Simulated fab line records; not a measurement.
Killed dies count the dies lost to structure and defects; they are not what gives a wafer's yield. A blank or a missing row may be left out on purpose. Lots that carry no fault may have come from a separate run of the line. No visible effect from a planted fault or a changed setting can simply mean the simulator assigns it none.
Which tool was responsible? :: flow n5 finfet :: Sampling: 24 lots, 72 wafers, 6 of 1938 route steps

## WHAT THE GAUGES SHOWED, per wafer
N5_SD_EPI_P_EPI_MEAS_23.
lot: L075
measured: day 3 16:03
on: film metro-02
thk nm (nm): 61.5 60.8 60.4

lot: L074
measured: day 3 16:10
on: film metro-01
thk nm (nm): 60.1 60.6 61.8

lot: L076
measured: day 4 00:50
on: film metro-02
thk nm (nm): 61.0 59.6 61.3

lot: L077
measured: day 4 05:57
on: film metro-01
thk nm (nm): 61.9 59.5 61.1

lot: L078
measured: day 4 10:26
on: film metro-01
thk nm (nm): 60.9 58.9 60.4

lot: L079
measured: day 4 16:32
on: film metro-01
thk nm (nm): 60.8 60.2 58.7

lot: L080
measured: day 4 23:19
on: film metro-01
thk nm (nm): 61.0 60.5 62.1

lot: L081
measured: day 5 04:50
on: film metro-01
thk nm (nm): 59.8 61.1 60.0

lot: L082
measured: day 5 11:33
on: film metro-02
thk nm (nm): 59.6 60.5 61.4

lot: L083
measured: day 5 22:46
on: film metro-02
thk nm (nm): 62.1 61.7 64.0

lot: L084
measured: day 6 05:44
on: film metro-01
thk nm (nm): 59.1 61.2 59.1

lot: L085
measured: day 6 15:12
on: film metro-02
thk nm (nm): 60.1 60.2 59.4

lot: L086
measured: day 6 17:56
on: film metro-02
thk nm (nm): 61.0 60.4 60.3

lot: L087
measured: day 6 20:29
on: film metro-01
thk nm (nm): 59.6 62.7 60.7

lot: L088
measured: day 7 03:10
on: film metro-02
thk nm (nm): 61.8 62.4 61.6

lot: L089
measured: day 7 04:34
on: film metro-01
thk nm (nm): 59.1 61.7 62.2

lot: L090
measured: day 7 13:08
on: film metro-01
thk nm (nm): 63.0 62.4 60.3

lot: L091
measured: day 7 15:40
on: film metro-02
thk nm (nm): 62.8 61.9 61.1

lot: L092
measured: day 8 03:24
on: film metro-01
thk nm (nm): 59.4 57.1 59.1

lot: L093
measured: day 8 05:53
on: film metro-02
thk nm (nm): 60.6 62.3 61.4

lot: L094
measured: day 8 13:18
on: film metro-02
thk nm (nm): 60.6 64.0 61.1

lot: L095
measured: day 8 17:59
on: film metro-02
thk nm (nm): 63.2 63.9 62.6

lot: L096
measured: day 9 00:33
on: film metro-01
thk nm (nm): 62.9 65.0 62.4

lot: L097
measured: day 9 08:18
on: film metro-02
thk nm (nm): 62.1 61.9 62.1

N5_ILD0_THK_MEAS_13.
lot: L075
measured: day 3 23:13
on: film metro-02
thk nm (nm): 19.3 17.2 18.4

lot: L074
measured: day 3 23:34
on: film metro-01
thk nm (nm): 17.9 18.3 17.4

lot: L076
measured: day 4 08:39
on: film metro-02
thk nm (nm): 18.4 17.4 17.3

lot: L077
measured: day 4 14:32
on: film metro-01
thk nm (nm): 16.2 17.8 16.0

lot: L078
measured: day 4 18:02
on: film metro-01
thk nm (nm): 18.6 19.2 18.1

lot: L079
measured: day 5 00:17
on: film metro-02
thk nm (nm): 16.8 16.9 17.7

lot: L080
measured: day 5 07:06
on: film metro-02
thk nm (nm): 18.0 17.8 18.3

lot: L081
measured: day 5 13:09
on: film metro-02
thk nm (nm): 18.7 19.3 19.2

lot: L082
measured: day 5 19:04
on: film metro-02
thk nm (nm): 17.4 15.1 15.3

lot: L083
measured: day 6 06:40
on: film metro-01
thk nm (nm): 15.1 16.5 16.9

lot: L084
measured: day 6 13:14
on: film metro-01
thk nm (nm): 18.3 19.0 18.1

lot: L085
measured: day 6 22:52
on: film metro-01
thk nm (nm): 17.3 18.4 18.1

lot: L086
measured: day 7 01:47
on: film metro-02
thk nm (nm): 17.6 17.9 17.2

lot: L087
measured: day 7 03:54
on: film metro-01
thk nm (nm): 15.4 17.1 16.9

lot: L088
measured: day 7 10:31
on: film metro-01
thk nm (nm): 18.2 17.3 18.0

lot: L089
measured: day 7 12:29
on: film metro-01
thk nm (nm): 17.7 18.0 20.4

lot: L090
measured: day 7 20:25
on: film metro-02
thk nm (nm): 17.3 17.3 17.0

lot: L091
measured: day 7 23:37
on: film metro-02
thk nm (nm): 17.6 16.9 17.2

lot: L092
measured: day 8 11:06
on: film metro-02
thk nm (nm): 18.5 16.8 17.5

lot: L093
measured: day 8 14:21
on: film metro-02
thk nm (nm): 17.2 17.9 16.5

lot: L094
measured: day 8 22:25
on: film metro-02
thk nm (nm): 18.1 16.7 18.6

lot: L095
measured: day 9 01:40
on: film metro-02
thk nm (nm): 17.8 17.2 16.0

lot: L096
measured: day 9 09:09
on: film metro-01
thk nm (nm): 17.2 16.3 16.4

lot: L097
measured: day 9 15:50
on: film metro-01
thk nm (nm): 17.5 16.6 16.3

N5_SDB_THK_MEAS_31.
lot: L075
measured: day 4 04:21
on: film metro-01
SDB_THK (nm): 62.4 62.7 61.7

lot: L074
measured: day 4 04:40
on: film metro-01
SDB_THK (nm): 62.9 62.6 64.1

lot: L076
measured: day 4 12:58
on: film metro-01
SDB_THK (nm): 64.7 64.2 63.6

lot: L077
measured: day 4 21:33
on: film metro-01
SDB_THK (nm): 63.5 62.9 63.1

lot: L078
measured: day 5 00:36
on: film metro-01
SDB_THK (nm): 63.0 65.6 64.0

lot: L079
measured: day 5 05:37
on: film metro-01
SDB_THK (nm): 63.4 63.3 64.9

lot: L080
measured: day 5 12:32
on: film metro-02
SDB_THK (nm): 64.1 63.3 66.0

lot: L081
measured: day 5 17:49
on: film metro-02
SDB_THK (nm): 65.0 65.3 64.9

lot: L082
measured: day 6 00:08
on: film metro-01
SDB_THK (nm): 63.4 64.0 64.1

lot: L083
measured: day 6 11:23
on: film metro-01
SDB_THK (nm): 64.6 62.6 64.2

lot: L084
measured: day 6 17:50
on: film metro-02
SDB_THK (nm): 63.3 64.1 62.3

lot: L085
measured: day 7 03:26
on: film metro-02
SDB_THK (nm): 63.3 65.0 65.1

lot: L086
measured: day 7 06:34
on: film metro-01
SDB_THK (nm): 62.6 63.6 64.2

lot: L087
measured: day 7 09:14
on: film metro-01
SDB_THK (nm): 65.7 64.3 65.5

lot: L088
measured: day 7 15:01
on: film metro-02
SDB_THK (nm): 64.9 65.2 65.3

lot: L089
measured: day 7 18:10
on: film metro-02
SDB_THK (nm): 63.3 62.9 63.7

lot: L090
measured: day 8 01:25
on: film metro-01
SDB_THK (nm): 64.1 63.3 63.8

lot: L091
measured: day 8 04:05
on: film metro-02
SDB_THK (nm): 63.2 64.7 64.5

lot: L092
measured: day 8 18:31
on: film metro-02
SDB_THK (nm): 67.4 66.1 66.3

lot: L093
measured: day 8 20:47
on: film metro-01
SDB_THK (nm): 64.1 64.7 65.6

lot: L094
measured: day 9 03:22
on: film metro-01
SDB_THK (nm): 63.8 64.5 64.1

lot: L095
measured: day 9 06:12
on: film metro-02
SDB_THK (nm): 64.7 64.5 64.4

lot: L096
measured: day 9 13:31
on: film metro-02
SDB_THK (nm): 64.8 64.5 65.6

lot: L097
measured: day 9 20:20
on: film metro-02
SDB_THK (nm): 64.4 65.2 67.0

N5_HKMG_FIN_CD_MEAS_49: target cd 202 nm.
lot: L075
measured: day 4 06:10
on: cd sem-03
cd nm (nm): 202.5 203.1 202.3

lot: L074
measured: day 4 06:40
on: cd sem-01
cd nm (nm): 202.4 201.6 202.1

lot: L076
measured: day 4 14:26
on: cd sem-02
cd nm (nm): 203.8 202.7 201.9

lot: L077
measured: day 4 23:08
on: cd sem-01
cd nm (nm): 200.5 201.3 201.3

lot: L078
measured: day 5 02:09
on: cd sem-02
cd nm (nm): 201.8 202.3 201.4

lot: L079
measured: day 5 07:10
on: cd sem-02
cd nm (nm): 202.2 203.1 203.6

lot: L080
measured: day 5 14:04
on: cd sem-01
cd nm (nm): 202.3 202.8 201.0

lot: L081
measured: day 5 19:23
on: cd sem-01
cd nm (nm): 202.0 201.8 203.2

lot: L082
measured: day 6 01:41
on: cd sem-03
cd nm (nm): 202.0 202.3 201.7

lot: L083
measured: day 6 12:52
on: cd sem-02
cd nm (nm): 203.1 202.8 201.5

lot: L084
measured: day 6 19:37
on: cd sem-03
cd nm (nm): 202.7 203.2 203.1

lot: L085
measured: day 7 05:02
on: cd sem-01
cd nm (nm): 203.3 202.0 202.7

lot: L086
measured: day 7 07:59
on: cd sem-02
cd nm (nm): 201.6 201.9 201.4

lot: L087
measured: day 7 10:46
on: cd sem-03
cd nm (nm): 202.8 201.6 202.4

lot: L088
measured: day 7 16:32
on: cd sem-03
cd nm (nm): 202.0 202.9 202.3

lot: L089
measured: day 7 19:46
on: cd sem-03
cd nm (nm): 201.3 201.5 202.2

lot: L090
measured: day 8 03:19
on: cd sem-01
cd nm (nm): 202.8 201.5 201.6

lot: L091
measured: day 8 05:51
on: cd sem-02
cd nm (nm): 202.7 203.2 202.8

lot: L092
measured: day 8 20:06
on: cd sem-03
cd nm (nm): 202.0 202.0 200.9

lot: L093
measured: day 8 22:25
on: cd sem-01
cd nm (nm): 201.9 201.6 201.2

lot: L094
measured: day 9 04:56
on: cd sem-01
cd nm (nm): 202.5 202.9 202.3

lot: L095
measured: day 9 07:59
on: cd sem-02
cd nm (nm): 201.1 202.0 202.1

lot: L096
measured: day 9 15:07
on: cd sem-01
cd nm (nm): 201.4 202.7 202.6

lot: L097
measured: day 9 21:53
on: cd sem-01
cd nm (nm): 201.0 201.4 200.9

## WHICH TOOL RAN EACH LOT (tool, then ch and the chambers of the sampled wafers, then the start)
lot: L075
N5_SDB_DESCUM_16: rie diel-05 ch 0,1,2, day 3 23:49
N5_SDB_ETCH_17: rie diel-05 ch 0,1,2, day 3 23:51

lot: L074
N5_SDB_DESCUM_16: rie diel-03 ch 0,2,3, day 4 00:31
N5_SDB_ETCH_17: rie diel-03 ch 0,2,3, day 4 00:34

lot: L076
N5_SDB_DESCUM_16: rie diel-01 ch 1,2,3, day 4 09:08
N5_SDB_ETCH_17: rie diel-01 ch 1,2,3, day 4 09:10

lot: L077
N5_SDB_DESCUM_16: rie diel-01 ch 0,1, day 4 16:08
N5_SDB_ETCH_17: rie diel-01 ch 0,1, day 4 16:10

lot: L078
N5_SDB_DESCUM_16: rie diel-01 ch 0,2,3, day 4 18:45
N5_SDB_ETCH_17: rie diel-01 ch 0,2,3, day 4 18:47

lot: L079
N5_SDB_DESCUM_16: rie diel-01 ch 2,3, day 5 00:53
N5_SDB_ETCH_17: rie diel-01 ch 2,3, day 5 00:55

lot: L080
N5_SDB_DESCUM_16: rie diel-03 ch 0,1, day 5 07:58
N5_SDB_ETCH_17: rie diel-03 ch 0,1, day 5 08:01

lot: L081
N5_SDB_DESCUM_16: rie diel-01 ch 0,1,3, day 5 13:40
N5_SDB_ETCH_17: rie diel-01 ch 0,1,3, day 5 13:43

lot: L082
N5_SDB_DESCUM_16: rie diel-05 ch 1,2, day 5 20:10
N5_SDB_ETCH_17: rie diel-05 ch 1,2, day 5 20:12

lot: L083
N5_SDB_DESCUM_16: rie diel-03 ch 0,2,3, day 6 07:08
N5_SDB_ETCH_17: rie diel-03 ch 0,2,3, day 6 07:10

lot: L084
N5_SDB_DESCUM_16: rie diel-05 ch 0,3, day 6 13:50
N5_SDB_ETCH_17: rie diel-05 ch 0,3, day 6 13:53

lot: L085
N5_SDB_DESCUM_16: rie diel-03 ch 2,3, day 6 23:21
N5_SDB_ETCH_17: rie diel-03 ch 2,3, day 6 23:24

lot: L086
N5_SDB_DESCUM_16: rie diel-05 ch 1,2, day 7 02:23
N5_SDB_ETCH_17: rie diel-05 ch 1,2, day 7 02:25

lot: L087
N5_SDB_DESCUM_16: rie diel-05 ch 0,3, day 7 04:30
N5_SDB_ETCH_17: rie diel-05 ch 0,3, day 7 04:32

lot: L088
N5_SDB_DESCUM_16: rie diel-03 ch 1,2, day 7 11:11
N5_SDB_ETCH_17: rie diel-03 ch 1,2, day 7 11:14

lot: L089
N5_SDB_DESCUM_16: rie diel-03 ch 1,2, day 7 13:37
N5_SDB_ETCH_17: rie diel-03 ch 1,2, day 7 13:40

lot: L090
N5_SDB_DESCUM_16: rie diel-01 ch 0,1,3, day 7 21:16
N5_SDB_ETCH_17: rie diel-01 ch 0,1,3, day 7 21:18

lot: L091
N5_SDB_DESCUM_16: rie diel-05 ch 1,2,3, day 8 00:15
N5_SDB_ETCH_17: rie diel-05 ch 1,2,3, day 8 00:17

lot: L092
N5_SDB_DESCUM_16: rie diel-05 ch 0,1,3, day 8 11:35
N5_SDB_ETCH_17: rie diel-05 ch 0,1,3, day 8 11:37

lot: L093
N5_SDB_DESCUM_16: rie diel-03 ch 0,2, day 8 14:49
N5_SDB_ETCH_17: rie diel-03 ch 0,2, day 8 14:52

lot: L094
N5_SDB_DESCUM_16: rie diel-05 ch 1,2,3, day 8 23:01
N5_SDB_ETCH_17: rie diel-05 ch 1,2,3, day 8 23:04

lot: L095
N5_SDB_DESCUM_16: rie diel-03 ch 0,2,3, day 9 02:17
N5_SDB_ETCH_17: rie diel-03 ch 0,2,3, day 9 02:19

lot: L096
N5_SDB_DESCUM_16: rie diel-03 ch 0,1, day 9 09:37
N5_SDB_ETCH_17: rie diel-03 ch 0,1, day 9 09:40

lot: L097
N5_SDB_DESCUM_16: rie diel-03 ch 2,3, day 9 16:30
N5_SDB_ETCH_17: rie diel-03 ch 2,3, day 9 16:32
- N5_SDB_DESCUM_16: chemistry O2, time 7.9 s.
- N5_SDB_ETCH_17: etches SiARC in CF4, target depth 23.4 nm, time 39 s.

## AS READ BY THE TOOLS THEMSELVES (means over the sampled wafers that have a number; for cases with no such wafer, the mark the record gives instead)
N5_SDB_DESCUM_16.
lot: L075
tool: rie diel-05
drypump motor current A (A): 5.8
oes product au (a.u.): 0.73
rf vpp V (V): 243.1
showerhead plenum p Torr (Torr): 2.14
temp c (C): 40.01
throttle valve pct (%): 20.21

lot: L074
tool: rie diel-03
drypump motor current A (A): 5.4
oes product au (a.u.): 0.83
rf vpp V (V): 245.0
showerhead plenum p Torr (Torr): 2.20
temp c (C): 40.02
throttle valve pct (%): 20.27

lot: L076
tool: rie diel-01
drypump motor current A (A): 5.7
oes product au (a.u.): 0.76
rf vpp V (V): 243.8
showerhead plenum p Torr (Torr): 2.17
temp c (C): 40.06
throttle valve pct (%): 20.49

lot: L077
tool: rie diel-01
drypump motor current A (A): 5.9
oes product au (a.u.): 0.80
rf vpp V (V): 244.7
showerhead plenum p Torr (Torr): 2.20
temp c (C): 40.10
throttle valve pct (%): 20.30

lot: L078
tool: rie diel-01
drypump motor current A (A): 6.0
oes product au (a.u.): 0.74
rf vpp V (V): 244.1
showerhead plenum p Torr (Torr): 2.17
temp c (C): 40.03
throttle valve pct (%): 20.49

lot: L079
tool: rie diel-01
drypump motor current A (A): 5.6
oes product au (a.u.): 0.71
rf vpp V (V): 245.1
showerhead plenum p Torr (Torr): 2.16
temp c (C): 40.08
throttle valve pct (%): 20.72

lot: L080
tool: rie diel-03
drypump motor current A (A): 5.7
oes product au (a.u.): 0.95
rf vpp V (V): 243.5
showerhead plenum p Torr (Torr): 2.21
temp c (C): 39.94
throttle valve pct (%): 20.30

lot: L081
tool: rie diel-01
drypump motor current A (A): 6.1
oes product au (a.u.): 0.77
rf vpp V (V): 245.0
showerhead plenum p Torr (Torr): 2.18
temp c (C): 39.99
throttle valve pct (%): 20.29

lot: L082
tool: rie diel-05
drypump motor current A (A): 5.4
oes product au (a.u.): 0.75
rf vpp V (V): 243.3
showerhead plenum p Torr (Torr): 2.11
temp c (C): 40.06
throttle valve pct (%): 20.22

lot: L083
tool: rie diel-03
drypump motor current A (A): 5.5
oes product au (a.u.): 0.78
rf vpp V (V): 244.8
showerhead plenum p Torr (Torr): 2.19
temp c (C): 40.01
throttle valve pct (%): 20.30

lot: L084
tool: rie diel-05
drypump motor current A (A): 6.0
oes product au (a.u.): 0.70
rf vpp V (V): 243.2
showerhead plenum p Torr (Torr): 2.10
temp c (C): 40.15
throttle valve pct (%): 20.58

lot: L085
tool: rie diel-03
drypump motor current A (A): 5.3
oes product au (a.u.): 0.70
rf vpp V (V): 244.4
showerhead plenum p Torr (Torr): 2.17
temp c (C): 40.03
throttle valve pct (%): 20.30

lot: L086
tool: rie diel-05
drypump motor current A (A): 5.4
oes product au (a.u.): 0.74
rf vpp V (V): 244.1
showerhead plenum p Torr (Torr): 2.11
temp c (C): 39.97
throttle valve pct (%): 20.21

lot: L087
tool: rie diel-05
drypump motor current A (A): 5.9
oes product au (a.u.): 0.69
rf vpp V (V): 243.8
showerhead plenum p Torr (Torr): 2.09
temp c (C): 40.03
throttle valve pct (%): 20.59

lot: L088
tool: rie diel-03
drypump motor current A (A): 5.3
oes product au (a.u.): 0.75
rf vpp V (V): 243.8
showerhead plenum p Torr (Torr): 2.16
temp c (C): 39.96
throttle valve pct (%): 20.33

lot: L089
tool: rie diel-03
drypump motor current A (A): 5.3
oes product au (a.u.): 0.76
rf vpp V (V): 244.8
showerhead plenum p Torr (Torr): 2.16
temp c (C): 39.87
throttle valve pct (%): 20.34

lot: L090
tool: rie diel-01
drypump motor current A (A): 6.1
oes product au (a.u.): 0.75
rf vpp V (V): 243.9
showerhead plenum p Torr (Torr): 2.17
temp c (C): 39.99
throttle valve pct (%): 20.31

lot: L091
tool: rie diel-05
drypump motor current A (A): 5.6
oes product au (a.u.): 0.71
rf vpp V (V): 243.6
showerhead plenum p Torr (Torr): 2.10
temp c (C): 39.97
throttle valve pct (%): 20.48

lot: L092
tool: rie diel-05
drypump motor current A (A): 5.7
oes product au (a.u.): 0.72
rf vpp V (V): 243.6
showerhead plenum p Torr (Torr): 2.10
temp c (C): 39.99
throttle valve pct (%): 20.36

lot: L093
tool: rie diel-03
drypump motor current A (A): 5.5
oes product au (a.u.): 0.75
rf vpp V (V): 244.5
showerhead plenum p Torr (Torr): 2.18
temp c (C): 39.91
throttle valve pct (%): 20.29

lot: L094
tool: rie diel-05
drypump motor current A (A): 5.6
oes product au (a.u.): 0.70
rf vpp V (V): 243.8
showerhead plenum p Torr (Torr): 2.10
temp c (C): 39.99
throttle valve pct (%): 20.48

lot: L095
tool: rie diel-03
drypump motor current A (A): 5.5
oes product au (a.u.): 0.76
rf vpp V (V): 244.8
showerhead plenum p Torr (Torr): 2.18
temp c (C): 40.08
throttle valve pct (%): 20.34

lot: L096
tool: rie diel-03
drypump motor current A (A): 5.5
oes product au (a.u.): 0.87
rf vpp V (V): 243.9
showerhead plenum p Torr (Torr): 2.17
temp c (C): 40.02
throttle valve pct (%): 20.43

lot: L097
tool: rie diel-03
drypump motor current A (A): 5.2
oes product au (a.u.): 0.68
rf vpp V (V): 243.3
showerhead plenum p Torr (Torr): 2.16
temp c (C): 40.03
throttle valve pct (%): 20.39

N5_SDB_ETCH_17.
lot: L075
tool: rie diel-05
drypump motor current A (A): 5.8
etch rf on time s (s): 38.7
mfc ar sccm (sccm): 100.0
oes product au (a.u.): 0.64
rf vpp V (V): 185.2
showerhead plenum p Torr (Torr): 2.19
throttle valve pct (%): 15.47

lot: L074
tool: rie diel-03
drypump motor current A (A): 5.5
etch rf on time s (s): 39.8
mfc ar sccm (sccm): 99.8
oes product au (a.u.): 0.69
rf vpp V (V): 185.3
showerhead plenum p Torr (Torr): 2.24
throttle valve pct (%): 15.44

lot: L076
tool: rie diel-01
drypump motor current A (A): 5.7
etch rf on time s (s): 39.6
mfc ar sccm (sccm): 100.1
oes product au (a.u.): 0.65
rf vpp V (V): 185.1
showerhead plenum p Torr (Torr): 2.22
throttle valve pct (%): 15.71

lot: L077
tool: rie diel-01
drypump motor current A (A): 5.9
etch rf on time s (s): 38.3
mfc ar sccm (sccm): 99.8
oes product au (a.u.): 0.69
rf vpp V (V): 185.4
showerhead plenum p Torr (Torr): 2.24
throttle valve pct (%): 15.41

lot: L078
tool: rie diel-01
drypump motor current A (A): 6.0
etch rf on time s (s): 39.5
mfc ar sccm (sccm): 99.9
oes product au (a.u.): 0.63
rf vpp V (V): 184.7
showerhead plenum p Torr (Torr): 2.22
throttle valve pct (%): 15.73

lot: L079
tool: rie diel-01
drypump motor current A (A): 5.6
etch rf on time s (s): 40.0
mfc ar sccm (sccm): 99.9
oes product au (a.u.): 0.60
rf vpp V (V): 184.7
showerhead plenum p Torr (Torr): 2.20
throttle valve pct (%): 15.93

lot: L080
tool: rie diel-03
drypump motor current A (A): 5.7
etch rf on time s (s): 39.3
mfc ar sccm (sccm): 99.6
oes product au (a.u.): 0.79
rf vpp V (V): 186.1
showerhead plenum p Torr (Torr): 2.25
throttle valve pct (%): 15.45

lot: L081
tool: rie diel-01
drypump motor current A (A): 6.1
etch rf on time s (s): 38.5
mfc ar sccm (sccm): 100.2
oes product au (a.u.): 0.66
rf vpp V (V): 185.3
showerhead plenum p Torr (Torr): 2.23
throttle valve pct (%): 15.53

lot: L082
tool: rie diel-05
drypump motor current A (A): 5.4
etch rf on time s (s): 38.1
mfc ar sccm (sccm): 100.3
oes product au (a.u.): 0.65
rf vpp V (V): 184.7
showerhead plenum p Torr (Torr): 2.16
throttle valve pct (%): 15.43

lot: L083
tool: rie diel-03
drypump motor current A (A): 5.5
etch rf on time s (s): 39.7
mfc ar sccm (sccm): 99.9
oes product au (a.u.): 0.65
rf vpp V (V): 185.7
showerhead plenum p Torr (Torr): 2.23
throttle valve pct (%): 15.47

lot: L084
tool: rie diel-05
drypump motor current A (A): 6.0
etch rf on time s (s): 40.1
mfc ar sccm (sccm): 100.1
oes product au (a.u.): 0.59
rf vpp V (V): 183.7
showerhead plenum p Torr (Torr): 2.14
throttle valve pct (%): 15.77

lot: L085
tool: rie diel-03
drypump motor current A (A): 5.3
etch rf on time s (s): 38.8
mfc ar sccm (sccm): 99.9
oes product au (a.u.): 0.61
rf vpp V (V): 184.5
showerhead plenum p Torr (Torr): 2.21
throttle valve pct (%): 15.50

lot: L086
tool: rie diel-05
drypump motor current A (A): 5.4
etch rf on time s (s): 39.3
mfc ar sccm (sccm): 99.8
oes product au (a.u.): 0.64
rf vpp V (V): 183.8
showerhead plenum p Torr (Torr): 2.16
throttle valve pct (%): 15.45

lot: L087
tool: rie diel-05
drypump motor current A (A): 6.0
etch rf on time s (s): 40.3
mfc ar sccm (sccm): 99.9
oes product au (a.u.): 0.59
rf vpp V (V): 184.5
showerhead plenum p Torr (Torr): 2.14
throttle valve pct (%): 15.76

lot: L088
tool: rie diel-03
drypump motor current A (A): 5.3
etch rf on time s (s): 39.3
mfc ar sccm (sccm): 100.5
oes product au (a.u.): 0.64
rf vpp V (V): 184.1
showerhead plenum p Torr (Torr): 2.20
throttle valve pct (%): 15.49

lot: L089
tool: rie diel-03
drypump motor current A (A): 5.3
etch rf on time s (s): 38.7
mfc ar sccm (sccm): 99.8
oes product au (a.u.): 0.64
rf vpp V (V): 184.5
showerhead plenum p Torr (Torr): 2.20
throttle valve pct (%): 15.50

lot: L090
tool: rie diel-01
drypump motor current A (A): 6.1
etch rf on time s (s): 38.5
mfc ar sccm (sccm): 100.2
oes product au (a.u.): 0.64
rf vpp V (V): 185.2
showerhead plenum p Torr (Torr): 2.22
throttle valve pct (%): 15.58

lot: L091
tool: rie diel-05
drypump motor current A (A): 5.5
etch rf on time s (s): 39.1
mfc ar sccm (sccm): 100.0
oes product au (a.u.): 0.61
rf vpp V (V): 184.4
showerhead plenum p Torr (Torr): 2.15
throttle valve pct (%): 15.69

lot: L092
tool: rie diel-05
drypump motor current A (A): 5.7
etch rf on time s (s): 39.2
mfc ar sccm (sccm): 100.1
oes product au (a.u.): 0.61
rf vpp V (V): 184.9
showerhead plenum p Torr (Torr): 2.15
throttle valve pct (%): 15.53

lot: L093
tool: rie diel-03
drypump motor current A (A): 5.5
etch rf on time s (s): 39.3
mfc ar sccm (sccm): 99.9
oes product au (a.u.): 0.64
rf vpp V (V): 185.0
showerhead plenum p Torr (Torr): 2.23
throttle valve pct (%): 15.47

lot: L094
tool: rie diel-05
drypump motor current A (A): 5.6
etch rf on time s (s): 39.4
mfc ar sccm (sccm): 100.3
oes product au (a.u.): 0.60
rf vpp V (V): 184.9
showerhead plenum p Torr (Torr): 2.15
throttle valve pct (%): 15.71

lot: L095
tool: rie diel-03
drypump motor current A (A): 5.5
etch rf on time s (s): 39.8
mfc ar sccm (sccm): 100.0
oes product au (a.u.): 0.63
rf vpp V (V): 185.1
showerhead plenum p Torr (Torr): 2.22
throttle valve pct (%): 15.52

lot: L096
tool: rie diel-03
drypump motor current A (A): 5.5
etch rf on time s (s): 40.0
mfc ar sccm (sccm): 99.7
oes product au (a.u.): 0.73
rf vpp V (V): 185.1
showerhead plenum p Torr (Torr): 2.21
throttle valve pct (%): 15.54

lot: L097
tool: rie diel-03
drypump motor current A (A): 5.2
etch rf on time s (s): 40.4
mfc ar sccm (sccm): 100.2
oes product au (a.u.): 0.58
rf vpp V (V): 185.3
showerhead plenum p Torr (Torr): 2.20
throttle valve pct (%): 15.58

## THE ANSWER, worked out from the rows above alone
Rule: usual is defined by the lots themselves. The widest of any qualifying gaps counts: lots, ordered by their means at a reading, are off when they make up no more than a third of the lots, leave a main group of 4 or more, and stand apart from it by 3 or more times the standard deviation of that group's means. A main group is skipped when, at the precision printed for the reading in the tables above, its means are all equal. A lot without any number at a reading at which 4 lots or more have one is off too. Where the step has rows for the other lots, those lots are counted as sound. After the gauges, taken in route order, come the tools' own readings; for these a lot's mean is taken, as printed above. The first step at which some lot is off is used, and at that step the reading that is off furthest; a lot without a number counts as furthest.
Nothing can be told from this: no lot is off at any reading shown.

## WHAT THE SIMULATOR HAD PUT IN
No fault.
